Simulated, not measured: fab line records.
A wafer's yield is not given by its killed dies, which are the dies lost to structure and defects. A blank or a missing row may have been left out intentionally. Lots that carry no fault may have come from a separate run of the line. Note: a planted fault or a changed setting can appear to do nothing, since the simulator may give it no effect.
Which tool did it? / flow nand-harc / 24 lots, 72 wafers sampled, at 5 steps of a route of 1302

## WHAT THE GAUGES SHOWED, per wafer
NHARC_P_BONDPAD_THK_MEAS_20: measures by xrf.
lot=L074; measured=day 7 02:12; on=film-metro-01; thk-nm (nm)=162.1 162.7 165.3
lot=L075; measured=day 7 04:05; on=film-metro-01; thk-nm (nm)=161.0 159.7 158.1
lot=L076; measured=day 7 17:38; on=film-metro-02; thk-nm (nm)=162.2 160.8 159.4
lot=L077; measured=day 7 22:55; on=film-metro-01; thk-nm (nm)=163.3 162.0 162.3
lot=L078; measured=day 8 10:02; on=film-metro-02; thk-nm (nm)=158.7 159.3 160.8
lot=L079; measured=day 8 23:10; on=film-metro-01; thk-nm (nm)=159.2 162.3 160.6
lot=L080; measured=day 9 00:04; on=film-metro-02; thk-nm (nm)=161.4 160.2 161.6
lot=L081; measured=day 9 12:22; on=film-metro-02; thk-nm (nm)=161.7 161.1 160.9
lot=L082; measured=day 10 01:32; on=film-metro-02; thk-nm (nm)=159.5 161.5 160.7
lot=L083; measured=day 10 13:48; on=film-metro-01; thk-nm (nm)=162.2 160.4 164.1
lot=L084; measured=day 10 20:17; on=film-metro-02; thk-nm (nm)=159.6 159.5 160.3
lot=L085; measured=day 11 06:37; on=film-metro-02; thk-nm (nm)=160.7 159.6 163.8
lot=L086; measured=day 11 14:35; on=film-metro-01; thk-nm (nm)=163.3 161.9 160.1
lot=L087; measured=day 12 00:53; on=film-metro-02; thk-nm (nm)=159.1 162.8 161.5
lot=L088; measured=day 12 17:39; on=film-metro-01; thk-nm (nm)=160.4 161.4 161.3
lot=L089; measured=day 12 21:02; on=film-metro-02; thk-nm (nm)=160.1 161.1 163.5
lot=L090; measured=day 13 09:20; on=film-metro-01; thk-nm (nm)=161.5 162.2 164.0
lot=L091; measured=day 13 19:11; on=film-metro-02; thk-nm (nm)=161.7 162.8 160.2
lot=L092; measured=day 14 06:37; on=film-metro-01; thk-nm (nm)=156.9 161.0 160.0
lot=L093; measured=day 14 10:49; on=film-metro-01; thk-nm (nm)=162.3 160.1 160.0
lot=L094; measured=day 15 05:35; on=film-metro-01; thk-nm (nm)=159.7 162.5 162.5
lot=L095; measured=day 15 06:32; on=film-metro-02; thk-nm (nm)=160.3 161.7 159.3
lot=L096; measured=day 16 02:52; on=film-metro-01; thk-nm (nm)=157.8 160.1 159.9
lot=L097; measured=day 16 10:48; on=film-metro-02; thk-nm (nm)=161.0 163.5 161.4

## EACH LOT AND THE TOOL THAT RAN IT (in order: tool; ch and the chambers of the sampled wafers; start)
lot=L074; NHARC_P_M1_PRE_CLEAN_32=pecvd-02 ch 0,2, day 6 17:47; NHARC_P_M2_ETCH_35=rie-diel-12 ch 0,1,3, day 6 19:17; NHARC_P_M2_ETCH_15=rie-diel-12 ch 1,3, day 7 02:12 or earlier; NHARC_P_BONDPAD_DEP_00=pecvd-02 ch 0,2, day 7 02:12 or earlier
lot=L075; NHARC_P_M1_PRE_CLEAN_32=pecvd-04 ch 0,1,2, day 6 19:23; NHARC_P_M2_ETCH_35=rie-diel-12 ch 0,1,3, day 6 20:50; NHARC_P_M2_ETCH_15=rie-diel-12 ch 0,1,3, day 7 00:13 or earlier; NHARC_P_BONDPAD_DEP_00=pecvd-01 ch 1,2, day 7 00:13
lot=L076; NHARC_P_M1_PRE_CLEAN_32=pecvd-01 ch 0,2, day 7 09:04; NHARC_P_M2_ETCH_35=rie-diel-12 ch 0,1,2, day 7 10:38; NHARC_P_M2_ETCH_15=rie-diel-12 ch 0,1,2, day 7 13:46 or earlier; NHARC_P_BONDPAD_DEP_00=pecvd-04 ch 0,1, day 7 13:46
lot=L077; NHARC_P_M1_PRE_CLEAN_32=pecvd-01 ch 1,2, day 7 14:29; NHARC_P_M2_ETCH_35=rie-diel-13 ch 0,3, day 7 16:05; NHARC_P_M2_ETCH_15=rie-diel-13 ch 2,3, day 7 19:14 or earlier; NHARC_P_BONDPAD_DEP_00=pecvd-01 ch 0,2, day 7 19:14
lot=L078; NHARC_P_M1_PRE_CLEAN_32=pecvd-04 ch 1,2, day 8 01:19; NHARC_P_M2_ETCH_35=rie-diel-12 ch 0,2,3, day 8 02:56; NHARC_P_M2_ETCH_15=rie-diel-12 ch 1,2,3, day 8 10:02 or earlier; NHARC_P_BONDPAD_DEP_00=pecvd-01 ch 0,2, day 8 10:02 or earlier
lot=L079; NHARC_P_M1_PRE_CLEAN_32=pecvd-02 ch 0,1, day 8 14:49; NHARC_P_M2_ETCH_35=rie-diel-13 ch 0,2,3, day 8 16:16; NHARC_P_M2_ETCH_15=rie-diel-13 ch 0,1, day 8 19:22 or earlier; NHARC_P_BONDPAD_DEP_00=pecvd-01 ch 0,1,2, day 8 19:22
lot=L080; NHARC_P_M1_PRE_CLEAN_32=pecvd-01 ch 1,2, day 8 15:34; NHARC_P_M2_ETCH_35=rie-diel-13 ch 2,3, day 8 17:09; NHARC_P_M2_ETCH_15=rie-diel-13 ch 0,1,2, day 8 20:16 or earlier; NHARC_P_BONDPAD_DEP_00=pecvd-02 ch 0,1,2, day 8 20:16
lot=L081; NHARC_P_M1_PRE_CLEAN_32=pecvd-04 ch 0,2, day 9 03:53; NHARC_P_M2_ETCH_35=rie-diel-02 ch 1,2,3, day 9 05:30; NHARC_P_M2_ETCH_15=rie-diel-02 ch 1,2, day 9 08:33 or earlier; NHARC_P_BONDPAD_DEP_00=pecvd-04 ch 1,2, day 9 08:33
lot=L082; NHARC_P_M1_PRE_CLEAN_32=pecvd-01 ch 0,1, day 9 17:05; NHARC_P_M2_ETCH_35=rie-diel-13 ch 1,2,3, day 9 18:41; NHARC_P_M2_ETCH_15=rie-diel-13 ch 2,3, day 9 21:45 or earlier; NHARC_P_BONDPAD_DEP_00=pecvd-04 ch 0,1,2, day 9 21:45
lot=L083; NHARC_P_M1_PRE_CLEAN_32=pecvd-02 ch 0,1,2, day 10 05:13; NHARC_P_M2_ETCH_35=rie-diel-12 ch 0,1, day 10 07:03; NHARC_P_M2_ETCH_15=rie-diel-12 ch 1,3, day 10 10:08 or earlier; NHARC_P_BONDPAD_DEP_00=pecvd-01 ch 1,2, day 10 10:08
lot=L084; NHARC_P_M1_PRE_CLEAN_32=pecvd-01 ch 0,1,2, day 10 11:52; NHARC_P_M2_ETCH_35=rie-diel-12 ch 0,2,3, day 10 13:28; NHARC_P_M2_ETCH_15=rie-diel-12 ch 1,2,3, day 10 16:30 or earlier; NHARC_P_BONDPAD_DEP_00=pecvd-01 ch 0,1,2, day 10 16:30
lot=L085; NHARC_P_M1_PRE_CLEAN_32=pecvd-04 ch 0,1, day 10 22:08; NHARC_P_M2_ETCH_35=rie-diel-12 ch 0,1,3, day 10 23:36; NHARC_P_M2_ETCH_15=rie-diel-12 ch 0,3, day 11 02:52 or earlier; NHARC_P_BONDPAD_DEP_00=pecvd-02 ch 1,2, day 11 02:52
lot=L086; NHARC_P_M1_PRE_CLEAN_32=pecvd-01 ch 1,2, day 11 06:04; NHARC_P_M2_ETCH_35=rie-diel-12 ch 1,2, day 11 07:49; NHARC_P_M2_ETCH_15=rie-diel-12 ch 1,2,3, day 11 10:55 or earlier; NHARC_P_BONDPAD_DEP_00=pecvd-01 ch 0,1, day 11 10:55
lot=L087; NHARC_P_M1_PRE_CLEAN_32=pecvd-01 ch 0,1,2, day 11 16:26; NHARC_P_M2_ETCH_35=rie-diel-13 ch 0,1, day 11 18:01; NHARC_P_M2_ETCH_15=rie-diel-13 ch 0,1, day 11 21:08 or earlier; NHARC_P_BONDPAD_DEP_00=pecvd-01 ch 0,1,2, day 11 21:08
lot=L088; NHARC_P_M1_PRE_CLEAN_32=pecvd-01 ch 0,2, day 12 08:46; NHARC_P_M2_ETCH_35=rie-diel-02 ch 0,1, day 12 10:43; NHARC_P_M2_ETCH_15=rie-diel-02 ch 0,1,2, day 12 13:44 or earlier; NHARC_P_BONDPAD_DEP_00=pecvd-01 ch 0,1, day 12 13:44
lot=L089; NHARC_P_M1_PRE_CLEAN_32=pecvd-02 ch 0,1, day 12 12:29; NHARC_P_M2_ETCH_35=rie-diel-12 ch 0,1,3, day 12 14:13; NHARC_P_M2_ETCH_15=rie-diel-12 ch 0,2,3, day 12 21:02 or earlier; NHARC_P_BONDPAD_DEP_00=pecvd-02 ch 0,1,2, day 12 21:02 or earlier
lot=L090; NHARC_P_M1_PRE_CLEAN_32=pecvd-01 ch 0,1, day 13 00:44; NHARC_P_M2_ETCH_35=rie-diel-12 ch 1,2,3, day 13 02:30; NHARC_P_M2_ETCH_15=rie-diel-12 ch 1,2,3, day 13 05:37 or earlier; NHARC_P_BONDPAD_DEP_00=pecvd-01 ch 0,1,2, day 13 05:37
lot=L091; NHARC_P_M1_PRE_CLEAN_32=pecvd-01 ch 0,1,2, day 13 10:44; NHARC_P_M2_ETCH_35=rie-diel-12 ch 1,2,3, day 13 12:29; NHARC_P_M2_ETCH_15=rie-diel-12 ch 0,1,2, day 13 15:35 or earlier; NHARC_P_BONDPAD_DEP_00=pecvd-01 ch 1,2, day 13 15:35
lot=L092; NHARC_P_M1_PRE_CLEAN_32=pecvd-02 ch 0,1, day 13 22:12; NHARC_P_M2_ETCH_35=rie-diel-13 ch 0,1,3, day 13 23:47; NHARC_P_M2_ETCH_15=rie-diel-13 ch 1,2, day 14 06:37 or earlier; NHARC_P_BONDPAD_DEP_00=pecvd-04 ch 0,1, day 14 06:37 or earlier
lot=L093; NHARC_P_M1_PRE_CLEAN_32=pecvd-02 ch 0,1,2, day 14 02:15; NHARC_P_M2_ETCH_35=rie-diel-02 ch 1,2, day 14 04:01; NHARC_P_M2_ETCH_15=rie-diel-02 ch 0,1,2, day 14 10:49 or earlier; NHARC_P_BONDPAD_DEP_00=pecvd-04 ch 0,1,2, day 14 10:49 or earlier
lot=L094; NHARC_P_M1_PRE_CLEAN_32=pecvd-01 ch 0,1,2, day 14 21:01; NHARC_P_M2_ETCH_35=rie-diel-02 ch 1,2,3, day 14 22:37; NHARC_P_M2_ETCH_15=rie-diel-02 ch 0,2,3, day 15 01:38 or earlier; NHARC_P_BONDPAD_DEP_00=pecvd-04 ch 1,2, day 15 01:38
lot=L095; NHARC_P_M1_PRE_CLEAN_32=pecvd-01 ch 1,2, day 14 21:58; NHARC_P_M2_ETCH_35=rie-diel-12 ch 0,2,3, day 14 23:41; NHARC_P_M2_ETCH_15=rie-diel-12 ch 0,1,3, day 15 06:32 or earlier; NHARC_P_BONDPAD_DEP_00=pecvd-02 ch 0,1,2, day 15 06:32 or earlier
lot=L096; NHARC_P_M1_PRE_CLEAN_32=pecvd-01 ch 1,2, day 15 18:35; NHARC_P_M2_ETCH_35=rie-diel-02 ch 1,2,3, day 15 20:11; NHARC_P_M2_ETCH_15=rie-diel-02 ch 1,3, day 15 23:16 or earlier; NHARC_P_BONDPAD_DEP_00=pecvd-01 ch 0,1,2, day 15 23:16
lot=L097; NHARC_P_M1_PRE_CLEAN_32=pecvd-01 ch 0,1,2, day 16 02:19; NHARC_P_M2_ETCH_35=rie-diel-13 ch 1,2,3, day 16 03:57; NHARC_P_M2_ETCH_15=rie-diel-13 ch 0,1,2, day 16 07:00 or earlier; NHARC_P_BONDPAD_DEP_00=pecvd-04 ch 1,2, day 16 07:00
- NHARC_P_M1_PRE_CLEAN_32: time 12 s.
- NHARC_P_M2_ETCH_35: etches the open film in N2/H2, target depth 40 nm, overetch 12 nm, time 43.94 s.
- NHARC_P_M2_ETCH_15: etches the open film in C4F8/Ar, target depth 182.5 nm, time 91.2 s.
- NHARC_P_BONDPAD_DEP_00: deposits SiCN, target thk 250 nm.

## AS READ BY THE TOOLS THEMSELVES (means over the sampled wafers that have a number; for cases with no such wafer, the mark the record gives instead)
NHARC_P_M1_PRE_CLEAN_32.
lot=L074; tool=pecvd-02; heater-power-w (W)=618
lot=L075; tool=pecvd-04; heater-power-w (W)=599
lot=L076; tool=pecvd-01; heater-power-w (W)=645
lot=L077; tool=pecvd-01; heater-power-w (W)=620
lot=L078; tool=pecvd-04; heater-power-w (W)=563
lot=L079; tool=pecvd-02; heater-power-w (W)=616
lot=L080; tool=pecvd-01; heater-power-w (W)=700
lot=L081; tool=pecvd-04; heater-power-w (W)=699
lot=L082; tool=pecvd-01; heater-power-w (W)=711
lot=L083; tool=pecvd-02; heater-power-w (W)=620
lot=L084; tool=pecvd-01; heater-power-w (W)=733
lot=L085; tool=pecvd-04; heater-power-w (W)=638
lot=L086; tool=pecvd-01; heater-power-w (W)=686
lot=L087; tool=pecvd-01; heater-power-w (W)=690
lot=L088; tool=pecvd-01; heater-power-w (W)=713
lot=L089; tool=pecvd-02; heater-power-w (W)=575
lot=L090; tool=pecvd-01; heater-power-w (W)=771
lot=L091; tool=pecvd-01; heater-power-w (W)=745
lot=L092; tool=pecvd-02; heater-power-w (W)=597
lot=L093; tool=pecvd-02; heater-power-w (W)=591
lot=L094; tool=pecvd-01; heater-power-w (W)=739
lot=L095; tool=pecvd-01; heater-power-w (W)=695
lot=L096; tool=pecvd-01; heater-power-w (W)=714
lot=L097; tool=pecvd-01; heater-power-w (W)=659

NHARC_P_M2_ETCH_35.
lot=L074; tool=rie-diel-12; drypump-motor-current-A (A)=5.4; oes-product-au (a.u.)=1.006; rf-vpp-V (V)=429.8; showerhead-plenum-p-Torr (Torr)=2.00; throttle-valve-pct (%)=14.166
lot=L075; tool=rie-diel-12; drypump-motor-current-A (A)=5.4; oes-product-au (a.u.)=1.004; rf-vpp-V (V)=429.4; showerhead-plenum-p-Torr (Torr)=2.00; throttle-valve-pct (%)=14.171
lot=L076; tool=rie-diel-12; drypump-motor-current-A (A)=5.5; oes-product-au (a.u.)=1.011; rf-vpp-V (V)=429.1; showerhead-plenum-p-Torr (Torr)=2.02; throttle-valve-pct (%)=14.164
lot=L077; tool=rie-diel-13; drypump-motor-current-A (A)=5.6; oes-product-au (a.u.)=1.010; rf-vpp-V (V)=430.0; showerhead-plenum-p-Torr (Torr)=2.02; throttle-valve-pct (%)=14.173
lot=L078; tool=rie-diel-12; drypump-motor-current-A (A)=5.4; oes-product-au (a.u.)=1.010; rf-vpp-V (V)=429.2; showerhead-plenum-p-Torr (Torr)=1.99; throttle-valve-pct (%)=14.165
lot=L079; tool=rie-diel-13; drypump-motor-current-A (A)=5.4; oes-product-au (a.u.)=0.994; rf-vpp-V (V)=429.4; showerhead-plenum-p-Torr (Torr)=1.99; throttle-valve-pct (%)=14.171
lot=L080; tool=rie-diel-13; drypump-motor-current-A (A)=5.5; oes-product-au (a.u.)=1.000; rf-vpp-V (V)=430.9; showerhead-plenum-p-Torr (Torr)=2.05; throttle-valve-pct (%)=14.172
lot=L081; tool=rie-diel-02; drypump-motor-current-A (A)=6.2; oes-product-au (a.u.)=1.009; rf-vpp-V (V)=430.3; showerhead-plenum-p-Torr (Torr)=2.02; throttle-valve-pct (%)=14.173
lot=L082; tool=rie-diel-13; drypump-motor-current-A (A)=5.7; oes-product-au (a.u.)=1.006; rf-vpp-V (V)=430.0; showerhead-plenum-p-Torr (Torr)=2.01; throttle-valve-pct (%)=14.166
lot=L083; tool=rie-diel-12; drypump-motor-current-A (A)=5.6; oes-product-au (a.u.)=1.001; rf-vpp-V (V)=430.1; showerhead-plenum-p-Torr (Torr)=2.02; throttle-valve-pct (%)=14.175
lot=L084; tool=rie-diel-12; drypump-motor-current-A (A)=5.4; oes-product-au (a.u.)=1.010; rf-vpp-V (V)=427.7; showerhead-plenum-p-Torr (Torr)=1.99; throttle-valve-pct (%)=14.173
lot=L085; tool=rie-diel-12; drypump-motor-current-A (A)=5.4; oes-product-au (a.u.)=1.003; rf-vpp-V (V)=429.5; showerhead-plenum-p-Torr (Torr)=2.00; throttle-valve-pct (%)=14.162
lot=L086; tool=rie-diel-12; drypump-motor-current-A (A)=5.6; oes-product-au (a.u.)=1.004; rf-vpp-V (V)=428.8; showerhead-plenum-p-Torr (Torr)=1.99; throttle-valve-pct (%)=14.179
lot=L087; tool=rie-diel-13; drypump-motor-current-A (A)=6.0; oes-product-au (a.u.)=0.999; rf-vpp-V (V)=427.2; showerhead-plenum-p-Torr (Torr)=1.94; throttle-valve-pct (%)=14.169
lot=L088; tool=rie-diel-02; drypump-motor-current-A (A)=5.9; oes-product-au (a.u.)=1.009; rf-vpp-V (V)=430.6; showerhead-plenum-p-Torr (Torr)=2.04; throttle-valve-pct (%)=14.174
lot=L089; tool=rie-diel-12; drypump-motor-current-A (A)=5.4; oes-product-au (a.u.)=1.006; rf-vpp-V (V)=429.0; showerhead-plenum-p-Torr (Torr)=2.00; throttle-valve-pct (%)=14.168
lot=L090; tool=rie-diel-12; drypump-motor-current-A (A)=5.5; oes-product-au (a.u.)=1.006; rf-vpp-V (V)=427.5; showerhead-plenum-p-Torr (Torr)=1.97; throttle-valve-pct (%)=14.170
lot=L091; tool=rie-diel-12; drypump-motor-current-A (A)=5.5; oes-product-au (a.u.)=1.009; rf-vpp-V (V)=428.5; showerhead-plenum-p-Torr (Torr)=1.97; throttle-valve-pct (%)=14.177
lot=L092; tool=rie-diel-13; drypump-motor-current-A (A)=5.8; oes-product-au (a.u.)=0.994; rf-vpp-V (V)=428.4; showerhead-plenum-p-Torr (Torr)=1.97; throttle-valve-pct (%)=14.172
lot=L093; tool=rie-diel-02; drypump-motor-current-A (A)=6.2; oes-product-au (a.u.)=1.009; rf-vpp-V (V)=430.5; showerhead-plenum-p-Torr (Torr)=2.03; throttle-valve-pct (%)=14.165
lot=L094; tool=rie-diel-02; drypump-motor-current-A (A)=6.2; oes-product-au (a.u.)=1.000; rf-vpp-V (V)=430.6; showerhead-plenum-p-Torr (Torr)=2.02; throttle-valve-pct (%)=14.177
lot=L095; tool=rie-diel-12; drypump-motor-current-A (A)=5.4; oes-product-au (a.u.)=1.000; rf-vpp-V (V)=428.2; showerhead-plenum-p-Torr (Torr)=1.99; throttle-valve-pct (%)=14.164
lot=L096; tool=rie-diel-02; drypump-motor-current-A (A)=6.2; oes-product-au (a.u.)=1.009; rf-vpp-V (V)=430.9; showerhead-plenum-p-Torr (Torr)=2.02; throttle-valve-pct (%)=14.166
lot=L097; tool=rie-diel-13; drypump-motor-current-A (A)=5.7; oes-product-au (a.u.)=0.999; rf-vpp-V (V)=429.4; showerhead-plenum-p-Torr (Torr)=2.00; throttle-valve-pct (%)=14.165

NHARC_P_M2_ETCH_15.
lot=L074; tool=rie-diel-12; oes-product-au (a.u.)=0.929; rf-vpp-V (V)=439.2
lot=L075; tool=rie-diel-12; oes-product-au (a.u.)=0.935; rf-vpp-V (V)=440.5
lot=L076; tool=rie-diel-12; oes-product-au (a.u.)=0.937; rf-vpp-V (V)=440.5
lot=L077; tool=rie-diel-13; oes-product-au (a.u.)=0.967; rf-vpp-V (V)=439.7
lot=L078; tool=rie-diel-12; oes-product-au (a.u.)=0.933; rf-vpp-V (V)=438.4
lot=L079; tool=rie-diel-13; oes-product-au (a.u.)=0.978; rf-vpp-V (V)=437.0
lot=L080; tool=rie-diel-13; oes-product-au (a.u.)=0.960; rf-vpp-V (V)=437.6
lot=L081; tool=rie-diel-02; oes-product-au (a.u.)=0.919; rf-vpp-V (V)=440.9
lot=L082; tool=rie-diel-13; oes-product-au (a.u.)=0.962; rf-vpp-V (V)=440.8
lot=L083; tool=rie-diel-12; oes-product-au (a.u.)=0.934; rf-vpp-V (V)=438.6
lot=L084; tool=rie-diel-12; oes-product-au (a.u.)=0.925; rf-vpp-V (V)=438.3
lot=L085; tool=rie-diel-12; oes-product-au (a.u.)=0.929; rf-vpp-V (V)=439.5
lot=L086; tool=rie-diel-12; oes-product-au (a.u.)=0.932; rf-vpp-V (V)=438.9
lot=L087; tool=rie-diel-13; oes-product-au (a.u.)=0.952; rf-vpp-V (V)=437.5
lot=L088; tool=rie-diel-02; oes-product-au (a.u.)=0.920; rf-vpp-V (V)=441.1
lot=L089; tool=rie-diel-12; oes-product-au (a.u.)=0.971; rf-vpp-V (V)=439.0
lot=L090; tool=rie-diel-12; oes-product-au (a.u.)=0.977; rf-vpp-V (V)=439.2
lot=L091; tool=rie-diel-12; oes-product-au (a.u.)=0.938; rf-vpp-V (V)=440.2
lot=L092; tool=rie-diel-13; oes-product-au (a.u.)=0.982; rf-vpp-V (V)=439.2
lot=L093; tool=rie-diel-02; oes-product-au (a.u.)=0.920; rf-vpp-V (V)=441.2
lot=L094; tool=rie-diel-02; oes-product-au (a.u.)=0.912; rf-vpp-V (V)=440.3
lot=L095; tool=rie-diel-12; oes-product-au (a.u.)=0.921; rf-vpp-V (V)=439.4
lot=L096; tool=rie-diel-02; oes-product-au (a.u.)=0.928; rf-vpp-V (V)=440.8
lot=L097; tool=rie-diel-13; oes-product-au (a.u.)=0.963; rf-vpp-V (V)=438.0

NHARC_P_BONDPAD_DEP_00.
lot=L074; tool=pecvd-02; heater-power-w (W)=540; showerhead-vpp-V (V)=1316
lot=L075; tool=pecvd-01; heater-power-w (W)=600; showerhead-vpp-V (V)=1419
lot=L076; tool=pecvd-04; heater-power-w (W)=525; showerhead-vpp-V (V)=1334
lot=L077; tool=pecvd-01; heater-power-w (W)=684; showerhead-vpp-V (V)=1428
lot=L078; tool=pecvd-01; heater-power-w (W)=677; showerhead-vpp-V (V)=1368
lot=L079; tool=pecvd-01; heater-power-w (W)=624; showerhead-vpp-V (V)=1346
lot=L080; tool=pecvd-02; heater-power-w (W)=534; showerhead-vpp-V (V)=1279
lot=L081; tool=pecvd-04; heater-power-w (W)=548; showerhead-vpp-V (V)=1328
lot=L082; tool=pecvd-04; heater-power-w (W)=592; showerhead-vpp-V (V)=1338
lot=L083; tool=pecvd-01; heater-power-w (W)=613; showerhead-vpp-V (V)=1419
lot=L084; tool=pecvd-01; heater-power-w (W)=666; showerhead-vpp-V (V)=1367
lot=L085; tool=pecvd-02; heater-power-w (W)=506; showerhead-vpp-V (V)=1253
lot=L086; tool=pecvd-01; heater-power-w (W)=762; showerhead-vpp-V (V)=1292
lot=L087; tool=pecvd-01; heater-power-w (W)=670; showerhead-vpp-V (V)=1372
lot=L088; tool=pecvd-01; heater-power-w (W)=752; showerhead-vpp-V (V)=1301
lot=L089; tool=pecvd-02; heater-power-w (W)=574; showerhead-vpp-V (V)=1288
lot=L090; tool=pecvd-01; heater-power-w (W)=656; showerhead-vpp-V (V)=1354
lot=L091; tool=pecvd-01; heater-power-w (W)=617; showerhead-vpp-V (V)=1424
lot=L092; tool=pecvd-04; heater-power-w (W)=563; showerhead-vpp-V (V)=1345
lot=L093; tool=pecvd-04; heater-power-w (W)=600; showerhead-vpp-V (V)=1337
lot=L094; tool=pecvd-04; heater-power-w (W)=515; showerhead-vpp-V (V)=1324
lot=L095; tool=pecvd-02; heater-power-w (W)=549; showerhead-vpp-V (V)=1270
lot=L096; tool=pecvd-01; heater-power-w (W)=612; showerhead-vpp-V (V)=1342
lot=L097; tool=pecvd-04; heater-power-w (W)=554; showerhead-vpp-V (V)=1332

## THE ANSWER, worked out from the rows above alone
Rule: the usual values come from the lots themselves. The widest of any qualifying gaps counts: lots, ordered by their means at a reading, are off when they make up no more than a third of the lots, leave a main group of 4 or more, and stand apart from it by 3 or more times the standard deviation of that group's means. Not used: any main group whose means are identical at the precision the tables above print for the reading. Also off: a lot with no number at a reading for which 4 or more lots have one. Any other lot the step has rows for is counted as sound. After the gauges, taken in route order, come the tools' own readings; for these a lot's mean is taken, as printed above. At the first step where some lot is off, the reading lying furthest off is the one used; lots without a number count as furthest.
Nothing can be told from this: no lot is off at any reading shown.

## WHAT WAS PUT IN BY THE SIMULATOR
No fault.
